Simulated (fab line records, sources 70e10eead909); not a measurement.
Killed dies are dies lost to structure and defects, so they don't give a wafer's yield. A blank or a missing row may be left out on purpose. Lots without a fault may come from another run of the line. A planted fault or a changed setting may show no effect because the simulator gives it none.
A struck lot beside a sound one | flow nand_harc | 14 steps out of a route of 1302
Sound: wafers L341.1, L341.2, L341.3. Struck: wafers L344.1, L344.3, L344.6. The cause comes at the end.
At each step with rows: each side's tool, then ch and its chambers, then its first start. Under that, the readings that differ: sound wafers | struck wafers | difference of the means | sigmas: that difference in standard deviations of wafers without a fault.
alike: readings whose means differ by less than 2 such deviations, and words and numbers that are the same on both sides. not compared: withheld readings, readings that some wafer has no value for, bounds like >300 that may hide the same value, and numbers for which the record gives no deviation and whose values overlap.
The two part at a step that has a row with sigmas, a row that says differs or no value, or rows on one side only. Numbers that don't overlap but have no deviation are shown without sigmas and don't part them. A reading that every wafer of one side lacks parts them only if that side has two wafers or more.

first, 1 step without rows for these wafers: NHARC_P_GATE_HARDBAKE_47 (time 80 s).
NHARC_P_GATE_DESCUM_48: chemistry O2, time 3 s.
  sound on rie_diel-03 ch 0,1,3, day 8 07:19; struck on rie_diel-07 ch 0,3, day 9 15:43
  alike: drypump_motor_current_A, oes_product_au, rf_vpp_V, showerhead_plenum_p_Torr, throttle_valve_pct
  not compared: rf_hours_counter_h
then, 1 step without rows for these wafers: NHARC_P_GATE_IMPLANT_49.
NHARC_P_GATE_STRIP_111: strips in N2/H2, time 250 s.
  sound on plasma_asher-01 ch 0,1, day 8 07:52; struck on plasma_asher-01 ch 0,1, day 9 16:05
  alike: drypump_motor_current_A, heater_power_w, temp_c
  not compared: rf_hours_counter_h
NHARC_P_GATE_STRIP_75: strips in O2.
  sound on plasma_asher-01 ch 0,1, day 8 08:10; struck on plasma_asher-01 ch 0,1, day 9 16:23
  alike: drypump_motor_current_A, heater_power_w, temp_c
  not compared: rf_hours_counter_h
then, 7 steps without rows for these wafers: NHARC_P_GATE_STRIP_50 (strips in SPM, time 900 s); NHARC_P_GATE_DEHYDRATE_51 (time 120 s); NHARC_P_GATE_HMDS_52 (time 30 s); NHARC_P_GATE_COAT_53; NHARC_P_GATE_SOFTBAKE_54 (time 95 s); NHARC_P_GATE_EBR_55; NHARC_P_GATE_EXPOSE_56 (exposes mask P PSD, target cd 720 nm).
NHARC_P_GATE_PEB_57: peb time 85 s.
  sound on litho_track-03 ch 0, day 8 09:00; struck on litho_track-07, day 9 17:06
  no value came back on the struck wafers for chill_plate_temp_C (C), exhaust_pa (Pa); on the sound wafers chill_plate_temp_C (C) reads 22.92 22.74 22.85
then, 1 step without rows for these wafers: NHARC_P_GATE_DEVELOP_58 (time 70 s).

WHERE THEY PART
Only at NHARC_P_GATE_PEB_57, within this record.

WHY: what the simulator had put in
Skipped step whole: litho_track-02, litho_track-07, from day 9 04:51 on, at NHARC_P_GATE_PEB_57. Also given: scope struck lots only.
